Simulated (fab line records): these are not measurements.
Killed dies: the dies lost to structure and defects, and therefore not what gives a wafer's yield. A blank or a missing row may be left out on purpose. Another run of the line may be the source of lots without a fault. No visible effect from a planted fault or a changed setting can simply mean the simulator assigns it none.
The same fault as seen by 3 desks	flow n5Finfet	every desk sees just its own numbers, and what lay behind them comes last

## THE DEFECT DESK
What the inspections along the route counted, lot by lot: means of the sampled wafers that have a number. A lot is out of limits, marked OUT, if its mean lies more than 4 standard deviations from the usual mean; the brackets give that distance.
Columns: A = rawDefectCount at N5_BEOL_M1_INSPECT_13, usual 427
lot	first seen here	A
L816	day 7 09:14	256
L819	day 8 08:13	504
L824	day 9 20:02	395
L826	day 10 03:37	474
L831	day 11 06:55	502
L834	day 12 05:51	486
This desk's verdict: no lot among the 6 shows anything out of limits.

## METROLOGY DESK
Lot by lot, what the gauges showed, no matter which tool ran the lot: averages of those sampled wafers that carry a number. A lot is out of limits, marked OUT, if its mean lies more than 4 standard deviations from the usual mean; the brackets give that distance. Of its 12 readings 7 are shown: those that lie furthest out on some lot.
Columns: A = cdNm at N5_BEOL_M1_CD_MEAS_11, usual 17.07 nm; B = M1_OVL at N5_BEOL_M1_OVL_MEAS_12, usual 0.4 nm; C = DIBL_N at N5_BEOL_M4_RC_MEAS_101, usual 36.5 mV/V; D = DIBL_P at N5_BEOL_M4_RC_MEAS_101, usual 36.5 mV/V; E = SS_N at N5_BEOL_M4_RC_MEAS_101, usual 71.6 mV/dec; F = SS_P at N5_BEOL_M4_RC_MEAS_101, usual 73.4 mV/dec; G = VT_P at N5_BEOL_M4_RC_MEAS_101, usual -250.5 mV
lot	first seen here	A	B	C	D	E	F	G
L816	day 7 09:08	17.26	-0.7	34.1	33.8	70.2	72.9	-252.5
L819	day 8 08:08	17.21	0.7	36.7	36.1	71.0	73.6	-252.8
L824	day 9 19:57	17.04	0.8	36.9	37.8	72.1	73.5	-249.4
L826	day 10 03:31	16.78	-0.1	34.5	36.2	71.2	73.0	-254.4
L831	day 11 06:50	17.14	1.1	36.4	36.2	71.4	73.0	-254.9
L834	day 12 05:46	17.56	-0.3	37.8	39.6	71.8	74.4	-253.3
This desk's verdict: no lot among the 6 shows anything out of limits.

## FOR THE TOOL OWNER'S DESK: rieDiel-03
The tool's own readings at N5_BEOL_M1_ETCH_64 (etches SOC in N2/H2, target depth 75 nm, overetch 15 nm, time 112.5 s): means of the sampled wafers that have a number, for each lot that ran on this tool. A lot is out of limits, marked OUT, if its mean lies more than 4 standard deviations from the usual mean; the brackets give that distance.
Columns: A = biasW at N5_BEOL_M1_ETCH_64, usual 150.0 W; B = drypumpMotorCurrentA at N5_BEOL_M1_ETCH_64, usual 5.8 A; C = oesProductAu at N5_BEOL_M1_ETCH_64, usual 0.60 a.u.; D = rfVppV at N5_BEOL_M1_ETCH_64, usual 523.8 V; E = showerheadPlenumPTorr at N5_BEOL_M1_ETCH_64, usual 2.54 Torr; F = throttleValvePct at N5_BEOL_M1_ETCH_64, usual 17.8 %
lot	first seen here	A	B	C	D	E	F
L819	day 8 08:28	149.9	5.5	0.58	523.5	2.53	17.9
L824	day 9 20:35	155.9 (+13) OUT	5.8	0.57	537.4 (+5.9) OUT	2.54	17.9
L826	day 10 03:44	155.8 (+13) OUT	5.7	0.56	538.1 (+6.2) OUT	2.53	17.9
This desk's finding: out of limits on L824, L826; first on L824, day 9 20:35 (biasW at N5_BEOL_M1_ETCH_64). In limits: L819.

## BROUGHT TOGETHER
On L824, L826, at day 9 20:35, an alarm was possible from the tool owner's desk.
Nothing the defect desk looked at was out of limits.
The metrology desk saw nothing out of limits.
The defect desk has L824, L826 on record, within its limits.
The metrology desk has L824, L826 on record, within its limits.
All the named lots went through N5_BEOL_M1_ETCH_64 on rieDiel-03.

## WHAT WAS PUT IN BY THE SIMULATOR
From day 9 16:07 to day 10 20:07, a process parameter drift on rieDiel-03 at N5_BEOL_M1_ETCH_64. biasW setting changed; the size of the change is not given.
Lots struck among those shown: L824, L826.
Delay in hours, fault start to first out-of-limits reading, by desk: the tool owner's desk at 4.
